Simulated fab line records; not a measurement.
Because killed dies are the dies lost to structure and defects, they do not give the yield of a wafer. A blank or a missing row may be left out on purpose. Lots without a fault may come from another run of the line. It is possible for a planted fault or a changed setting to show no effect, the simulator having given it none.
Lot-split experiment    flow n5Finfet    21 wafers read across 7 lots, on a route 1938 steps long

== THE SPLIT ==
At N5_BEOL_M9_TRENCH_ETCH_37 (etches SiCOH lowk in C4F6/O2, target depth 151.43 nm, time 49 s), the setting biasW was moved away from the recipe's 185 W on 8 of the 21 wafers read, by -15.7% to +13.3%. This setting was run at the recipe's value on the other wafers.

The split's own step is where the reading is taken.

== THE READING ==
rfVppV, in V, at N5_BEOL_M9_TRENCH_ETCH_37 (etches SiCOH lowk in C4F6/O2, target depth 151.43 nm, time 49 s). On this fab line, fault-free wafers typically give 658 V with a standard deviation of 14 V.

wafer   tool, chamber at the split  biasW as run, W  against the recipe  rfVppV, V  against lot-mates on the recipe
L079.3  rieDiel-06, 1               185              recipe              658        -
L079.5  rieDiel-06, 3               185              recipe              672        -
L079.6  rieDiel-06, 1               209.6            +13.3%              727        +62
L086.2  rieDiel-02, 3               175.4            -5.2%               623        -24
L086.3  rieDiel-02, 3               185              recipe              648        -
L086.6  rieDiel-02, 2               185              recipe              646        -
L088.2  rieDiel-02, 0               185              recipe              667        -
L088.4  rieDiel-02, 1               185              recipe              639        -
L088.6  rieDiel-02, 1               185              recipe              640        -
L091.1  rieDiel-02, 0               185              recipe              667        -
L091.4  rieDiel-02, 1               155.9            -15.7%              557        -96
L091.6  rieDiel-02, 1               185              recipe              638        -
L092.1  rieDiel-01, 2               202.3            +9.4%               706        +40
L092.3  rieDiel-01, 1               185              recipe              657        -
L092.6  rieDiel-01, 3               185              recipe              675        -
L095.2  rieDiel-02, 0               185              recipe              667        -
L095.4  rieDiel-02, 1               163.7            -11.5%              580        -87
L095.5  rieDiel-02, 3               163.7            -11.5%              589        -78
L097.3  rieDiel-01, 2               169.7            -8.3%               615        -44
L097.4  rieDiel-01, 0               169.7            -8.3%               641        -18
L097.5  rieDiel-01, 1               185              recipe              659        -

THE FIT
A straight line over all 21 wafers: rfVppV changes by +5.59 V for each +1% of biasW; r = +0.94; the points scatter about the line by 13 V.
The same after taking each lot's own level away (the mean of its wafers on the recipe; 21 wafers): +5.5 V for each +1%; r = +0.95; scatter 13 V.
Per that fit: largest biasW move, reading shift of 86 V.
The span of the lots' own levels, 647.0 to 667.0 V, comes to 1.4 times the standard deviation stated above.
Consequently the slope shifts little with the lot-to-lot level, the two slopes agreeing.
Check: with one of the wafers moved furthest among these (-15.7%) left out of the fit, the line predicts -85.5 V for it against its lot-mates. It came out at -95.5 V against them.
Tool readings at the split's step, against how far the setting was moved: rfVppV r = +0.94.

== OTHER SPLITS ON THESE WAFERS ==
Other splits were also applied to these wafers ahead of the reading. Each is held against what the fit with the lots' levels taken away leaves over:
other split on the same wafers  wafers away from the commonest value  r with rfVppV (lot level and that fit taken away)
N5_BEOL_M6_EXPOSE_25 doseMj     10                                    -0.04
N5_BEOL_M7_COAT_05 spinRpm      6                                     -0.06
N5_BEOL_M7_ETCH_61 sourceW      5                                     -0.39
N5_BEOL_M7_EXPOSE_25 doseMj     8                                     -0.18
N5_BEOL_M7_VIA_ETCH_34 sourceW  6                                     -0.18
N5_BEOL_M9_ETCH_66 timeS        3                                     -0.43

== THE FILE'S OWN FIT ==
rfVppV changes by +5.46 V for each +1% of biasW, r = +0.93.
